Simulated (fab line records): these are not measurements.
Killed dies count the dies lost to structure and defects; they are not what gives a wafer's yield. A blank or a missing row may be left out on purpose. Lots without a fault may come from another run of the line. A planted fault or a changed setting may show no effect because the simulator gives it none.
What tool caused it? | flow n5Finfet | 22 lots, 66 wafers sampled, at 6 steps of a route of 1938

WHAT EACH GAUGE READ, for each wafer
The record holds no reading of a measuring or inspecting step that can be judged against a usual standard deviation.

WHICH TOOL RAN EACH LOT (tool, then ch and the chambers of the sampled wafers, then the start)
lot  | N5_BEOL_M14_ANNEAL_48           | N5_BEOL_M15_STRIP_64                         | N5_BEOL_M15_STRIP_36              | N5_BEOL_M15_ETCH_38                          | N5_MIM_TOP_ALD_00               | N5_MIM_BOT_LITHO_DESCUM_10
L074 | rtpAnneal-02 ch 0, day 11 07:28 | rieDiel-03 ch 0,3, day 11 12:13 or earlier   | rieDiel-01 ch 0,1,3, day 11 12:13 | rieDiel-01 ch 0,1,3, day 11 16:11 or earlier | aldHk-03 ch 1,2, day 11 16:11   | rieDiel-06 ch 1,2, day 11 20:23
L076 | rtpAnneal-01 ch 0, day 11 10:50 | rieDiel-01 ch 0,1,3, day 11 15:54 or earlier | rieDiel-04 ch 1,2,3, day 11 15:54 | rieDiel-04 ch 1,2,3, day 11 19:51 or earlier | aldHk-02 ch 0,1,2, day 11 19:51 | rieDiel-05 ch 2,3, day 11 22:16
L075 | rtpAnneal-02 ch 0, day 11 12:58 | rieDiel-03 ch 2,3, day 11 18:33 or earlier   | rieDiel-03 ch 2,3, day 11 18:33   | rieDiel-03 ch 2,3, day 11 22:01 or earlier   | aldHk-01 ch 2,3, day 11 22:01   | rieDiel-06 ch 0,3, day 12 01:56
L077 | rtpAnneal-02 ch 0, day 11 22:05 | rieDiel-03 ch 0,1,2, day 12 01:46 or earlier | rieDiel-01 ch 0,1,3, day 12 01:46 | rieDiel-01 ch 0,1,3, day 12 05:38 or earlier | aldHk-02 ch 0,2,3, day 12 05:38 | rieDiel-05 ch 0,1,2, day 12 08:36
L078 | rtpAnneal-01 ch 0, day 12 02:11 | rieDiel-03 ch 0,3, day 12 06:41 or earlier   | rieDiel-01 ch 0,2, day 12 06:41   | rieDiel-01 ch 0,2, day 12 12:40 or earlier   | aldHk-03 ch 0,1,2, day 12 12:40 | rieDiel-06 ch 1,3, day 12 14:50
L081 | rtpAnneal-02 ch 0, day 13 03:35 | rieDiel-01 ch 0,1,3, day 13 08:32 or earlier | rieDiel-03 ch 0,2,3, day 13 08:32 | rieDiel-03 ch 0,2,3, day 13 13:04 or earlier | aldHk-02 ch 0,2,3, day 13 13:04 | rieDiel-02 ch 1,2, day 13 15:23
L080 | rtpAnneal-02 ch 0, day 13 09:29 | rieDiel-03 ch 0,2, day 13 12:51 or earlier   | rieDiel-04 ch 1,2, day 13 12:51   | rieDiel-04 ch 1,2, day 13 16:36 or earlier   | aldHk-02 ch 0,2,3, day 13 16:36 | rieDiel-02 ch 1,2, day 13 19:39
L082 | rtpAnneal-01 ch 0, day 13 14:04 | rieDiel-03 ch 0,3, day 13 18:18 or earlier   | rieDiel-03 ch 2,3, day 13 18:18   | rieDiel-03 ch 2,3, day 13 22:09 or earlier   | aldHk-02 ch 2,3, day 13 22:09   | rieDiel-06 ch 1,2, day 14 00:28
L083 | rtpAnneal-01 ch 0, day 14 00:21 | rieDiel-03 ch 0,3, day 14 04:36 or earlier   | rieDiel-03 ch 0,3, day 14 04:36   | rieDiel-03 ch 0,3, day 14 10:20 or earlier   | aldHk-02 ch 0,1,3, day 14 10:20 | rieDiel-06 ch 0,2,3, day 14 12:31
L084 | rtpAnneal-01 ch 0, day 14 01:26 | rieDiel-01 ch 0,1,2, day 14 05:46 or earlier | rieDiel-03 ch 0,1,2, day 14 05:46 | rieDiel-03 ch 0,1,2, day 14 10:34 or earlier | aldHk-03 ch 0,1,3, day 14 10:34 | rieDiel-06 ch 2,3, day 14 12:44
L086 | rtpAnneal-02 ch 0, day 14 02:47 | rieDiel-04 ch 1,3, day 14 06:55 or earlier   | rieDiel-03 ch 0,1,2, day 14 06:55 | rieDiel-03 ch 0,1,2, day 14 10:53 or earlier | aldHk-01 ch 0,3, day 14 10:53   | rieDiel-05 ch 0,3, day 14 13:02
L087 | rtpAnneal-02 ch 0, day 14 22:12 | rieDiel-01 ch 0,2, day 15 04:16 or earlier   | rieDiel-03 ch 0,1,3, day 15 04:16 | rieDiel-03 ch 0,1,3, day 15 08:49 or earlier | aldHk-02 ch 0,1,3, day 15 08:49 | rieDiel-05 ch 1,2, day 15 10:53
L090 | rtpAnneal-01 ch 0, day 15 13:56 | rieDiel-04 ch 1,3, day 15 17:50 or earlier   | rieDiel-01 ch 0,2,3, day 15 17:50 | rieDiel-01 ch 0,2,3, day 16 00:05 or earlier | aldHk-01 ch 1,2,3, day 16 00:05 | rieDiel-06 ch 0,2,3, day 16 02:19
L088 | rtpAnneal-01 ch 0, day 15 16:07 | rieDiel-03 ch 1,2,3, day 15 23:57 or earlier | rieDiel-01 ch 0,1, day 15 23:57   | rieDiel-01 ch 0,1, day 16 03:35 or earlier   | aldHk-03 ch 0,2,3, day 16 03:35 | rieDiel-06 ch 1,2,3, day 16 07:23
L091 | rtpAnneal-02 ch 0, day 16 00:52 | rieDiel-04 ch 0,3, day 16 06:08 or earlier   | rieDiel-03 ch 0,2,3, day 16 06:08 | rieDiel-03 ch 0,2,3, day 16 09:52 or earlier | aldHk-03 ch 0,1, day 16 09:52   | rieDiel-02 ch 0,1, day 16 12:21
L089 | rtpAnneal-02 ch 0, day 16 01:32 | rieDiel-04 ch 0,2,3, day 16 07:10 or earlier | rieDiel-04 ch 1,2,3, day 16 07:10 | rieDiel-04 ch 1,2,3, day 16 13:26 or earlier | aldHk-03 ch 0,3, day 16 13:26   | rieDiel-05 ch 0,1,2, day 16 16:26
L093 | rtpAnneal-01 ch 0, day 16 14:02 | rieDiel-01 ch 0,1,2, day 16 19:01 or earlier | rieDiel-01 ch 0,2, day 16 19:01   | rieDiel-01 ch 0,2, day 16 22:34 or earlier   | aldHk-01 ch 0,2, day 16 22:34   | rieDiel-02 ch 0,1,2, day 17 00:41
L092 | rtpAnneal-01 ch 0, day 16 14:16 | rieDiel-03 ch 1,2,3, day 16 19:08 or earlier | rieDiel-03 ch 0,2,3, day 16 19:08 | rieDiel-03 ch 0,2,3, day 16 22:56 or earlier | aldHk-03 ch 0,1,3, day 16 22:56 | rieDiel-06 ch 0,1,3, day 17 02:58
L094 | rtpAnneal-01 ch 0, day 16 15:25 | rieDiel-01 ch 0,2,3, day 16 19:41 or earlier | rieDiel-03 ch 1,2,3, day 16 19:41 | rieDiel-03 ch 1,2,3, day 16 23:10 or earlier | aldHk-02 ch 0,1,3, day 16 23:10 | rieDiel-02 ch 0,1,2, day 17 03:08
L095 | rtpAnneal-01 ch 0, day 16 23:04 | rieDiel-04 ch 0,2, day 17 07:17 or earlier   | rieDiel-01 ch 1,2,3, day 17 07:17 | rieDiel-01 ch 1,2,3, day 17 13:13 or earlier | aldHk-02 ch 0,1,3, day 17 13:13 | rieDiel-06 ch 1,2, day 17 15:06
L096 | rtpAnneal-02 ch 0, day 17 21:32 | rieDiel-03 ch 0,1, day 18 08:37 or earlier   | rieDiel-03 ch 0,1,3, day 18 08:37 | rieDiel-03 ch 0,1,3, day 18 12:01 or earlier | aldHk-02 ch 2,3, day 18 12:01   | rieDiel-06 ch 0,3, day 18 17:59
L097 | rtpAnneal-02 ch 0, day 17 23:58 | rieDiel-04 ch 0,1,3, day 18 08:52 or earlier | rieDiel-03 ch 0,1,3, day 18 08:52 | rieDiel-03 ch 0,1,3, day 18 12:35 or earlier | aldHk-03 ch 1,2, day 18 12:35   | rieDiel-06 ch 1,2, day 18 18:17
- N5_BEOL_M14_ANNEAL_48: time 90 s.
- N5_BEOL_M15_STRIP_64: strips in O2.
- N5_BEOL_M15_STRIP_36: strips in O2.
- N5_BEOL_M15_ETCH_38: etches SiCN in CF4/N2, target depth 106.4 nm, time 120.5 s.
- N5_MIM_TOP_ALD_00: deposits Al2O3, purge time 3 s, co reactant pulse time 3 s.
- N5_MIM_BOT_LITHO_DESCUM_10: chemistry O2, time 7.9 s.

AS READ BY THE TOOLS THEMSELVES (means over the sampled wafers that have a number; for cases with no such wafer, the mark the record gives instead)
N5_BEOL_M14_ANNEAL_48.
lot  | tool         | wafer_temp_C_max
L074 | rtpAnneal-02 | 226.0
L076 | rtpAnneal-01 | 226.5
L075 | rtpAnneal-02 | 225.8
L077 | rtpAnneal-02 | 226.3
L078 | rtpAnneal-01 | 226.4
L081 | rtpAnneal-02 | 226.3
L080 | rtpAnneal-02 | 226.3
L082 | rtpAnneal-01 | 226.5
L083 | rtpAnneal-01 | 226.9
L084 | rtpAnneal-01 | 226.8
L086 | rtpAnneal-02 | 226.1
L087 | rtpAnneal-02 | 226.2
L090 | rtpAnneal-01 | 226.6
L088 | rtpAnneal-01 | 226.4
L091 | rtpAnneal-02 | 226.2
L089 | rtpAnneal-02 | 225.9
L093 | rtpAnneal-01 | 226.4
L092 | rtpAnneal-01 | 226.5
L094 | rtpAnneal-01 | 226.6
L095 | rtpAnneal-01 | 226.4
L096 | rtpAnneal-02 | 226.0
L097 | rtpAnneal-02 | 226.5

N5_BEOL_M15_STRIP_64.
lot  | tool       | drypumpMotorCurrentA (A) | oesProductAu (a.u.) | rfVppV (V) | showerheadPlenumPTorr (Torr) | throttleValvePct (%)
L074 | rieDiel-03 | 5.4                      | 0.79                | 4.2        | 2.14                         | 16.45
L076 | rieDiel-01 | 5.4                      | 0.80                | 3.5        | 2.07                         | 16.67
L075 | rieDiel-03 | 5.8                      | 0.68                | 3.7        | 2.06                         | 16.95
L077 | rieDiel-03 | 5.3                      | 0.74                | 4.0        | 2.06                         | 16.60
L078 | rieDiel-03 | 5.4                      | 0.78                | 3.4        | 2.14                         | 16.45
L081 | rieDiel-01 | 5.4                      | 0.80                | 3.1        | 2.07                         | 16.70
L080 | rieDiel-03 | 5.2                      | 0.86                | 3.3        | 2.16                         | 16.38
L082 | rieDiel-03 | 5.4                      | 0.77                | 3.1        | 2.13                         | 16.48
L083 | rieDiel-03 | 5.8                      | 0.73                | 4.0        | 2.14                         | 16.65
L084 | rieDiel-01 | 5.4                      | 0.80                | 3.5        | 2.06                         | 16.58
L086 | rieDiel-04 | 6.6                      | 0.72                | 3.5        | 2.03                         | 17.00
L087 | rieDiel-01 | 5.6                      | 0.85                | 4.5        | 2.05                         | 16.30
L090 | rieDiel-04 | 6.6                      | 0.70                | 3.3        | 2.02                         | 17.02
L088 | rieDiel-03 | 5.7                      | 0.86                | 3.6        | 2.15                         | 16.48
L091 | rieDiel-04 | 6.3                      | 0.74                | 3.8        | 2.03                         | 17.06
L089 | rieDiel-04 | 6.0                      | 0.78                | 4.0        | 2.08                         | 16.96
L093 | rieDiel-01 | 5.4                      | 0.87                | 3.6        | 2.05                         | 16.45
L092 | rieDiel-03 | 5.7                      | 0.85                | 4.1        | 2.15                         | 16.50
L094 | rieDiel-01 | 5.7                      | 0.83                | 4.1        | 2.05                         | 16.44
L095 | rieDiel-04 | 5.7                      | 0.81                | 3.7        | 2.13                         | 16.87
L096 | rieDiel-03 | 5.1                      | 0.75                | 3.6        | 2.08                         | 16.42
L097 | rieDiel-04 | 6.3                      | 0.85                | 3.8        | 2.15                         | 16.79

N5_BEOL_M15_STRIP_36.
lot  | tool       | drypumpMotorCurrentA (A) | oesProductAu (a.u.) | rfVppV (V) | showerheadPlenumPTorr (Torr) | throttleValvePct (%)
L074 | rieDiel-01 | 5.5                      | 0.80                | 4.3        | 2.07                         | 16.66
L076 | rieDiel-04 | 6.3                      | 0.78                | 3.6        | 2.08                         | 16.89
L075 | rieDiel-03 | 6.0                      | 0.70                | 3.5        | 2.11                         | 16.88
L077 | rieDiel-01 | 5.4                      | 0.79                | 3.6        | 2.07                         | 16.69
L078 | rieDiel-01 | 5.2                      | 0.87                | 3.7        | 2.08                         | 16.36
L081 | rieDiel-03 | 5.6                      | 0.82                | 4.2        | 2.18                         | 16.54
L080 | rieDiel-04 | 6.0                      | 0.80                | 3.7        | 2.13                         | 16.77
L082 | rieDiel-03 | 6.0                      | 0.77                | 4.6        | 2.19                         | 16.72
L083 | rieDiel-03 | 5.8                      | 0.73                | 2.8        | 2.14                         | 16.65
L084 | rieDiel-03 | 5.3                      | 0.82                | 4.0        | 2.14                         | 16.44
L086 | rieDiel-03 | 5.3                      | 0.82                | 3.2        | 2.14                         | 16.44
L087 | rieDiel-03 | 5.5                      | 0.84                | 3.8        | 2.11                         | 16.42
L090 | rieDiel-01 | 5.8                      | 0.84                | 2.8        | 2.05                         | 16.44
L088 | rieDiel-01 | 5.1                      | 0.94                | 4.6        | 2.07                         | 16.57
L091 | rieDiel-03 | 5.6                      | 0.88                | 2.7        | 2.17                         | 16.45
L089 | rieDiel-04 | 6.3                      | 0.75                | 3.7        | 2.07                         | 16.91
L093 | rieDiel-01 | 5.7                      | 0.84                | 3.2        | 2.04                         | 16.33
L092 | rieDiel-03 | 5.6                      | 0.88                | 3.2        | 2.17                         | 16.46
L094 | rieDiel-03 | 5.7                      | 0.85                | 3.9        | 2.15                         | 16.50
L095 | rieDiel-01 | 5.9                      | 0.87                | 3.4        | 2.03                         | 16.48
L096 | rieDiel-03 | 5.5                      | 0.81                | 3.6        | 2.10                         | 16.42
L097 | rieDiel-03 | 5.5                      | 0.81                | 4.7        | 2.10                         | 16.46

N5_BEOL_M15_ETCH_38.
lot  | tool       | drypumpMotorCurrentA (A) | oesProductAu (a.u.) | rfFwdPowerW (W) | rfVppV (V) | showerheadPlenumPTorr (Torr) | throttleValvePct (%)
L074 | rieDiel-01 | 5.4                      | 0.79                | 428.3           | 382.4      | 2.18                         | 15.44
L076 | rieDiel-04 | 6.3                      | 0.77                | 429.2           | 381.7      | 2.19                         | 15.60
L075 | rieDiel-03 | 6.0                      | 0.69                | 430.8           | 382.1      | 2.21                         | 15.62
L077 | rieDiel-01 | 5.4                      | 0.78                | 427.8           | 381.1      | 2.18                         | 15.47
L078 | rieDiel-01 | 5.2                      | 0.87                | 428.0           | 381.6      | 2.21                         | 15.21
L081 | rieDiel-03 | 5.6                      | 0.81                | 428.1           | 383.2      | 2.28                         | 15.28
L080 | rieDiel-04 | 6.0                      | 0.80                | 428.2           | 382.9      | 2.24                         | 15.52
L082 | rieDiel-03 | 6.0                      | 0.77                | 429.5           | 384.3      | 2.30                         | 15.46
L083 | rieDiel-03 | 5.9                      | 0.72                | 429.1           | 383.3      | 2.25                         | 15.42
L084 | rieDiel-03 | 5.3                      | 0.81                | 428.8           | 383.4      | 2.25                         | 15.24
L086 | rieDiel-03 | 5.3                      | 0.81                | 429.2           | 382.7      | 2.25                         | 15.24
L087 | rieDiel-03 | 5.5                      | 0.84                | 429.1           | 383.6      | 2.22                         | 15.21
L090 | rieDiel-01 | 5.7                      | 0.84                | 430.1           | 381.1      | 2.17                         | 15.26
L088 | rieDiel-01 | 5.1                      | 0.95                | 427.6           | 381.5      | 2.17                         | 15.30
L091 | rieDiel-03 | 5.6                      | 0.88                | 428.7           | 384.3      | 2.27                         | 15.16
L089 | rieDiel-04 | 6.3                      | 0.74                | 429.1           | 381.0      | 2.18                         | 15.66
L093 | rieDiel-01 | 5.7                      | 0.85                | 430.5           | 381.2      | 2.17                         | 15.20
L092 | rieDiel-03 | 5.6                      | 0.87                | 429.2           | 383.0      | 2.27                         | 15.17
L094 | rieDiel-03 | 5.7                      | 0.85                | 429.9           | 383.8      | 2.26                         | 15.27
L095 | rieDiel-01 | 5.9                      | 0.87                | 429.0           | 380.8      | 2.15                         | 15.28
L096 | rieDiel-03 | 5.5                      | 0.80                | 428.4           | 382.7      | 2.22                         | 15.26
L097 | rieDiel-03 | 5.5                      | 0.81                | 429.3           | 382.1      | 2.22                         | 15.25

N5_MIM_TOP_ALD_00.
lot  | tool     | precursorPulseHeightRel
L074 | aldHk-03 | 1.002
L076 | aldHk-02 | 1.012
L075 | aldHk-01 | 0.994
L077 | aldHk-02 | 1.000
L078 | aldHk-03 | 1.011
L081 | aldHk-02 | 1.009
L080 | aldHk-02 | 1.031
L082 | aldHk-02 | 0.999
L083 | aldHk-02 | 1.014
L084 | aldHk-03 | 0.983
L086 | aldHk-01 | 1.005
L087 | aldHk-02 | 1.014
L090 | aldHk-01 | 1.010
L088 | aldHk-03 | 1.004
L091 | aldHk-03 | 0.989
L089 | aldHk-03 | 1.007
L093 | aldHk-01 | 0.964
L092 | aldHk-03 | 1.008
L094 | aldHk-02 | 1.005
L095 | aldHk-02 | 1.003
L096 | aldHk-02 | 0.997
L097 | aldHk-03 | 1.004

N5_MIM_BOT_LITHO_DESCUM_10.
lot  | tool       | biasPowerW (W) | drypumpMotorCurrentA (A) | oesProductAu (a.u.) | rfFwdPowerW (W) | rfVppV (V) | showerheadPlenumPTorr (Torr) | throttleValvePct (%)
L074 | rieDiel-06 | 19.98          | 6.0                      | 0.90                | 49.62           | 243.9      | 2.17                         | 20.25
L076 | rieDiel-05 | 19.98          | 6.0                      | 0.72                | 49.73           | 242.1      | 2.07                         | 20.46
L075 | rieDiel-06 | 19.98          | 5.9                      | 0.69                | 49.70           | 242.6      | 2.10                         | 20.76
L077 | rieDiel-05 | 19.99          | 6.3                      | 0.77                | 49.69           | 241.8      | 2.04                         | 20.42
L078 | rieDiel-06 | 20.02          | 6.3                      | 0.76                | 49.47           | 244.3      | 2.18                         | 20.50
L081 | rieDiel-02 | 19.95          | 6.0                      | 0.76                | 49.57           | 242.7      | 2.02                         | 20.34
L080 | rieDiel-02 | 20.06          | 6.0                      | 0.77                | 49.72           | 241.3      | 2.02                         | 20.34
L082 | rieDiel-06 | 20.00          | 6.1                      | 0.86                | 49.45           | 242.7      | 2.10                         | 20.38
L083 | rieDiel-06 | 20.12          | 5.9                      | 0.82                | 49.65           | 243.6      | 2.14                         | 20.56
L084 | rieDiel-06 | 19.98          | 6.3                      | 0.79                | 49.53           | 242.4      | 2.08                         | 20.57
L086 | rieDiel-05 | 19.95          | 5.6                      | 0.74                | 49.74           | 241.6      | 2.00                         | 20.20
L087 | rieDiel-05 | 19.94          | 6.4                      | 0.87                | 49.83           | 241.0      | 2.05                         | 20.35
L090 | rieDiel-06 | 19.94          | 5.8                      | 0.81                | 49.59           | 243.6      | 2.14                         | 20.57
L088 | rieDiel-06 | 19.98          | 6.2                      | 0.78                | 49.44           | 243.8      | 2.13                         | 20.48
L091 | rieDiel-02 | 19.96          | 5.2                      | 0.79                | 49.53           | 241.5      | 2.03                         | 20.34
L089 | rieDiel-05 | 19.94          | 6.3                      | 0.83                | 49.69           | 241.3      | 2.02                         | 20.33
L093 | rieDiel-02 | 20.00          | 5.6                      | 0.76                | 49.58           | 240.9      | 2.02                         | 20.36
L092 | rieDiel-06 | 19.96          | 5.8                      | 0.80                | 49.48           | 245.6      | 2.19                         | 20.48
L094 | rieDiel-02 | 19.99          | 5.6                      | 0.76                | 49.51           | 242.5      | 2.02                         | 20.35
L095 | rieDiel-06 | 20.03          | 6.1                      | 0.84                | 49.63           | 241.9      | 2.09                         | 20.42
L096 | rieDiel-06 | 20.05          | 6.0                      | 0.91                | 49.45           | 244.4      | 2.17                         | 20.37
L097 | rieDiel-06 | 20.03          | 6.1                      | 0.81                | 49.49           | 243.7      | 2.09                         | 20.44

THE ANSWER, worked out from the rows above alone
Rule: usual is defined by the lots themselves. The widest of any qualifying gaps counts: lots, ordered by their means at a reading, are off when they make up no more than a third of the lots, leave a main group of 4 or more, and stand apart from it by 3 or more times the standard deviation of that group's means. Not used: any main group whose means are identical at the precision the tables above print for the reading. Also off: a lot with no number at a reading for which 4 or more lots have one. The other lots that the step has rows for count as sound. First the gauges in route order, then the tools' own readings, where a lot's mean is used as printed above. The first step at which some lot is off is used, and at that step the reading that is off furthest; a lot without a number counts as furthest.
Across all readings shown, no lot is off: no conclusion can be drawn from this.

WHAT THE SIMULATOR HAD PUT IN
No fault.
